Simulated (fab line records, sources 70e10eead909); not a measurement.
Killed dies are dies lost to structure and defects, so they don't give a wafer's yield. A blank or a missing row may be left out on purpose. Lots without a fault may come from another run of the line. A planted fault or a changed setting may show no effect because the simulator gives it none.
Which tool did it? | flow nand_harc | 14 lots, 39 wafers sampled, at 5 steps of a route of 1159

WHAT THE GAUGES READ, wafer by wafer
NHARC_A_ZERO_WELL_CD_MEAS_10: target cd 2000 nm.
lot  | measured     | on        | cd_nm (nm)
L137 | day 6 13:20  | cd_sem-03 | 1997.9 2002.3 1999.5
L138 | day 7 05:10  | cd_sem-02 | 2000.6 2000.3 1998.1
L140 | day 7 08:05  | cd_sem-02 | 2001.7 1997.5 2002.6
L139 | day 7 08:23  | cd_sem-01 | 2002.5 2000.0 2002.5
L142 | day 7 14:55  | cd_sem-03 | 2001.5 1999.3
L144 | day 8 13:13  | cd_sem-02 | 1998.8 2003.1
L146 | day 8 17:32  | cd_sem-02 | 1998.1 2000.7
L152 | day 10 16:00 | cd_sem-03 | 1999.4 1997.0 2002.9
L153 | day 10 20:44 | cd_sem-02 | 1998.2 1999.5 2005.4
L155 | day 11 00:02 | cd_sem-03 | 1997.3 2001.8 2002.5
L157 | day 11 15:01 | cd_sem-01 | 2004.6 2007.5 2000.0
L158 | day 11 21:58 | cd_sem-02 | 1997.4 1999.6 1999.7
L159 | day 11 22:29 | cd_sem-03 | 1998.5 1999.0 2002.9
L160 | day 12 02:15 | cd_sem-02 | 1995.2 1999.3 1998.8

NHARC_A_ONON_D1_THK_MEAS_11: measures by ellipsometry.
lot  | measured     | on            | thk_nm (nm)
L137 | day 7 14:58  | film_metro-01 | 1007 1007 1008
L138 | day 8 05:30  | film_metro-02 | 1005 1004 1004
L140 | day 8 05:31  | film_metro-02 | 1001 1000 1002
L139 | day 8 09:22  | film_metro-02 | 996 994 998
L142 | day 8 14:56  | film_metro-02 | 1533 1534
L144 | day 9 13:14  | film_metro-02 | 1540 1003
L146 | day 10 07:04 | film_metro-02 | 1541 1540
L152 | day 11 16:47 | film_metro-02 | 999 998 998
L153 | day 11 23:24 | film_metro-02 | 1006 1006 1006
L155 | day 11 23:31 | film_metro-02 | 992 990 992
L157 | day 12 17:22 | film_metro-01 | 1013 1015 1012
L158 | day 12 22:57 | film_metro-01 | 990 990 991
L159 | day 12 22:55 | film_metro-02 | 1006 1006 1008
L160 | day 13 03:01 | film_metro-01 | 1003 1002 1003

NHARC_END_SORT_01.
lot  | measured     | on        | killed_at_array | killed_at_other | killed_at_periphery | killed_dies | killed_open | killed_short
L142 | day 20 13:17 | prober-01 | 673 674         | 0 0             | 4 3                 | 677 677     | 5 3         | 2 1
L144 | day 21 10:53 | prober-01 | 673 28          | 1 0             | 3 2                 | 677 30      | 5 1         | 1 1
L146 | day 21 21:03 | prober-02 | 674 676         | 2 1             | 1 0                 | 677 677     | 2 1         | 6 0

WHICH TOOL RAN EACH LOT (tool, then ch and the chambers of the sampled wafers, then the start)
lot  | NHARC_P_BONDPAD_PRE_CLEAN_26            | NHARC_A_ONON_D1_DEP_09
L137 | pvd_sputter-02, day 6 13:20 or earlier  | pecvd_onon-04 ch 0, day 7 14:31
L138 | pvd_sputter-01, day 7 05:10 or earlier  | pecvd_onon-04 ch 0, day 8 04:59
L140 | pvd_sputter-01, day 7 08:05 or earlier  | pecvd_onon-03 ch 0, day 8 05:00
L139 | pvd_sputter-03, day 7 08:23 or earlier  | pecvd_onon-03 ch 0, day 8 08:52
L142 | pvd_sputter-02, day 7 14:55 or earlier  | pecvd_onon-03 ch 0, day 8 14:35
L144 | pvd_sputter-01, day 8 13:13 or earlier  | pecvd_onon-03 ch 0, day 9 12:58
L146 | pvd_sputter-03, day 8 17:32 or earlier  | pecvd_onon-03 ch 0, day 10 06:44
L152 | pvd_sputter-02, day 10 16:00 or earlier | pecvd_onon-04 ch 0, day 11 16:23
L153 | pvd_sputter-01, day 10 20:44 or earlier | pecvd_onon-02 ch 0, day 11 22:53
L155 | pvd_sputter-03, day 11 00:02 or earlier | pecvd_onon-04 ch 0, day 11 22:59
L157 | pvd_sputter-03, day 11 15:01 or earlier | pecvd_onon-03 ch 0, day 12 16:51
L158 | pvd_sputter-03, day 11 21:58 or earlier | pecvd_onon-04 ch 0, day 12 22:28
L159 | pvd_sputter-01, day 11 22:29 or earlier | pecvd_onon-03 ch 0, day 12 22:25
L160 | pvd_sputter-02, day 12 02:15 or earlier | pecvd_onon-02 ch 0, day 13 02:33
- NHARC_P_BONDPAD_PRE_CLEAN_26: time 30 s.
- NHARC_A_ONON_D1_DEP_09: target thk 1000 nm.

WHAT THE TOOLS THEMSELVES READ (means of the sampled wafers that have a number; where no wafer has one, the mark that the record gives instead)
NHARC_P_BONDPAD_PRE_CLEAN_26.
lot  | tool           | heater_power_w (W)
L137 | pvd_sputter-02 | 418
L138 | pvd_sputter-01 | 386
L140 | pvd_sputter-01 | 435
L139 | pvd_sputter-03 | 395
L142 | pvd_sputter-02 | 448
L144 | pvd_sputter-01 | 424
L146 | pvd_sputter-03 | 395
L152 | pvd_sputter-02 | 384
L153 | pvd_sputter-01 | 399
L155 | pvd_sputter-03 | 383
L157 | pvd_sputter-03 | 395
L158 | pvd_sputter-03 | 418
L159 | pvd_sputter-01 | 389
L160 | pvd_sputter-02 | 414

THE ANSWER, worked out from the rows above alone
Rule: what is usual is taken from the lots themselves. Put in order of their means at a reading, lots are off if they are a third of the lots or fewer, leave a main group of 4 or more, and stand apart from it by a gap of 3 or more times the standard deviation of the main group's means; of several such gaps the widest counts. A main group whose means are all the same, to the digits that the tables above print for the reading, isn't used. A lot without any number at a reading at which 4 lots or more have one is off too. The other lots that the step has rows for count as sound. The gauges are gone through in route order, then the tools' own readings, and for those a lot's mean is taken as printed above. The first step at which some lot is off is used, and at that step the reading that is off furthest; a lot without a number counts as furthest.
Off: L142, L144, L146, at NHARC_A_ONON_D1_THK_MEAS_11 (thk_nm). The main group: mean 1002 nm, standard deviation 6.7.
A tool fits if, at a process step before that reading, it ran every lot that is off, and no sound lot after the first of them. The gauges at NHARC_A_ONON_D1_THK_MEAS_11 are tried like those tools. NHARC_P_BONDPAD_PRE_CLEAN_26 gives no start for some lots, so the hours and the order of its lots are those of NHARC_A_ZERO_WELL_CD_MEAS_10. None of those tried fits.

WHAT THE SIMULATOR HAD PUT IN
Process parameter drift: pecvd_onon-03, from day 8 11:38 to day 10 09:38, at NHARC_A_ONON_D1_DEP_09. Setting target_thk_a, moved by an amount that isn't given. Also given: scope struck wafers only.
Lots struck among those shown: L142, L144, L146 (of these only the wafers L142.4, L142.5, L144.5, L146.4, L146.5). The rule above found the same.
